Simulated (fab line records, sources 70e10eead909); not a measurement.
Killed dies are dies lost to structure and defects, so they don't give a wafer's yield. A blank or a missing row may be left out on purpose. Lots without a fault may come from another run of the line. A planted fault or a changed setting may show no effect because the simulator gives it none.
A struck lot beside a sound one | flow nand_harc | 28 steps out of a route of 1159
Sound: wafers L757.1, L757.4, L757.5. Struck: wafers L762.3, L762.5. (L762.6 of the same lot was not struck and is left out.) The cause comes at the end.
At each step with rows: each side's tool, then ch and its chambers, then its first start. Under that, the readings that differ: sound wafers | struck wafers | difference of the means | sigmas: that difference in standard deviations of wafers without a fault.
alike: readings whose means differ by less than 2 such deviations, and words and numbers that are the same on both sides. not compared: withheld readings, readings that some wafer has no value for, bounds like >300 that may hide the same value, and numbers for which the record gives no deviation and whose values overlap.
The two part at a step that has a row with sigmas, a row that says differs or no value, or rows on one side only. Numbers that don't overlap but have no deviation are shown without sigmas and don't part them. A reading that every wafer of one side lacks parts them only if that side has two wafers or more.

NHARC_A_CHANNEL_HOLE_D1_OVL_MEAS_11:
  sound on overlay-02, day 8 17:41; struck on overlay-01, day 10 01:07
  alike: overlay_x_nm, overlay_y_nm
NHARC_A_CHANNEL_HOLE_D1_INSPECT_12:
  sound on defect_inspect-02, day 8 17:44; struck on defect_inspect-02, day 10 01:10
  alike: raw_defect_count
then, 3 steps without rows for these wafers: NHARC_A_CHANNEL_HOLE_D1_DESCUM_15 (chemistry O2, time 3 s); NHARC_A_CHANNEL_HOLE_D1_ETCH_38 (etches the open film in CF4, target depth 39 nm, time 65 s); NHARC_A_CHANNEL_HOLE_D1_ETCH_39 (etches the open film in N2/H2, target depth 260 nm, time 325 s).
NHARC_A_CHANNEL_HOLE_D1_ETCH_34: etches the open film in CF4/CHF3, target depth 154 nm, time 77 s.
  sound on rie_diel-10 ch 1,2; struck on rie_diel-01 ch 1
  reading               | sound             | struck      | difference | sigmas
  oes_product_au (a.u.) | 0.974 0.979 0.974 | 0.927 0.927 | -0.049     | -2
  alike: drypump_motor_current_A, rf_vpp_V, showerhead_plenum_p_Torr, throttle_valve_pct
  not compared: rf_hours_counter_h
NHARC_A_CHANNEL_HOLE_D1_ETCH_16: etches the open film in O2/COS, target depth 3100 nm, time 806 s.
  sound on rie_diel-10 ch 1,2; struck on rie_diel-01 ch 0
  alike: drypump_motor_current_A, oes_product_au, rf_vpp_V, showerhead_plenum_p_Torr, throttle_valve_pct
  not compared: rf_hours_counter_h
NHARC_A_CHANNEL_HOLE_D1_CD_MEAS_18:
  sound on cd_sem-02, day 8 18:56; struck on cd_sem-02, day 10 02:57
  alike: cd_nm
then, 1 step without rows for these wafers: NHARC_A_CHANNEL_HOLE_D1_ETCH_19 (etches the open film in C4F8/O2/Ar, time 34.5 s).
NHARC_A_CHANNEL_HOLE_D1_ETCH_20: etches the open film in C4F8/O2/Ar, time 361.9 s, target depth 1600 nm.
  sound on har_etch-01 ch 0, day 8 19:11; struck on har_etch-02 ch 1, day 10 05:41
  alike: drypump_motor_current_A, showerhead_plenum_p_Torr, throttle_valve_pct
  not compared: rf_hours_counter_h
then, 1 step without rows for these wafers: NHARC_A_CHANNEL_HOLE_D1_ETCH_21 (etches the open film in C4F8/O2/Ar, time 514.3 s, target depth 1600 nm).
NHARC_A_CHANNEL_HOLE_D1_ETCH_22: etches the open film in C4F8/O2/Ar, time 666.7 s, target depth 1600 nm.
  sound on har_etch-01 ch 0, day 8 19:58; struck on har_etch-02 ch 1, day 10 06:32
  alike: drypump_motor_current_A, showerhead_plenum_p_Torr, throttle_valve_pct
  not compared: rf_hours_counter_h
NHARC_A_CHANNEL_HOLE_D1_ETCH_23: etches the open film in C4F8/O2/Ar, time 819 s, target depth 1600 nm.
  sound on har_etch-01 ch 0, day 8 20:33; struck on har_etch-02 ch 1, day 10 07:09
  alike: drypump_motor_current_A, showerhead_plenum_p_Torr, throttle_valve_pct
  not compared: rf_hours_counter_h
then, 8 steps without rows for these wafers: NHARC_A_CHANNEL_HOLE_D1_ETCH_24 (etches the open film in C4F8/O2/Ar, time 906.2 s, target depth 1500 nm); NHARC_A_CHANNEL_HOLE_D1_ETCH_25 (etches the open film in C4F8/O2/Ar, time 1040.2 s, target depth 1500 nm); NHARC_A_CHANNEL_HOLE_D1_ETCH_26 (etches the open film in C4F8/O2/Ar, time 224.1 s, target depth 300 nm); NHARC_A_CHANNEL_HOLE_D1_ETCH_33 (etches the open film in C4F8/O2/Ar, time 90 s, target depth 400 nm); NHARC_A_CHANNEL_HOLE_D1_STRIP_41 (strips in N2/H2); NHARC_A_CHANNEL_HOLE_D1_STRIP_42 (strips in CF4/CHF3); NHARC_A_CHANNEL_HOLE_D1_STRIP_43 (strips in O2/COS); NHARC_A_CHANNEL_HOLE_D1_ETCH_44 (etches the open film in CF4/O2, target depth 140 nm, overetch 14 nm, time 77 s).
NHARC_A_CHANNEL_HOLE_D1_STRIP_27: strips in O2.
  sound on rie_diel-10 ch 2,3; struck on rie_diel-10 ch 2
  alike: drypump_motor_current_A, oes_product_au, rf_vpp_V, showerhead_plenum_p_Torr, throttle_valve_pct
  not compared: rf_hours_counter_h
then, 2 steps without rows for these wafers: NHARC_A_CHANNEL_HOLE_D1_PRECLEAN_28 (cleans in SC1); NHARC_A_CHANNEL_HOLE_D1_SRD_29.
NHARC_A_CHANNEL_HOLE_D1_CD_MEAS_30:
  sound on cd_sem-03, day 9 00:31; struck on cd_sem-03, day 10 11:01
  alike: cd_nm
then, 1 step without rows for these wafers: NHARC_A_CHANNEL_HOLE_D1_XSEM_31.
NHARC_A_CHANNEL_HOLE_D1_INSPECT_40:
  sound on defect_inspect-02, day 9 00:44; struck on defect_inspect-01, day 10 11:23
  reading          | sound    | struck  | difference | sigmas
  raw_defect_count | 62 71 57 | 875 860 | +804       | +47
  not compared: hold
-- the record jumps here: 14 days lie between the struck wafers' starts before and after (it left off in module A_CHANNEL_HOLE_D1 and takes up again in module END, whose first step shown is number 1159 of the route) --
NHARC_END_SORT_01:
  the record has rows for the struck wafers here (prober-02 ch 0, day 24 21:56) and none for the sound ones

WHERE THEY PART
First at NHARC_A_CHANNEL_HOLE_D1_ETCH_34; last, within this record, at NHARC_END_SORT_01.

WHY: what the simulator had put in
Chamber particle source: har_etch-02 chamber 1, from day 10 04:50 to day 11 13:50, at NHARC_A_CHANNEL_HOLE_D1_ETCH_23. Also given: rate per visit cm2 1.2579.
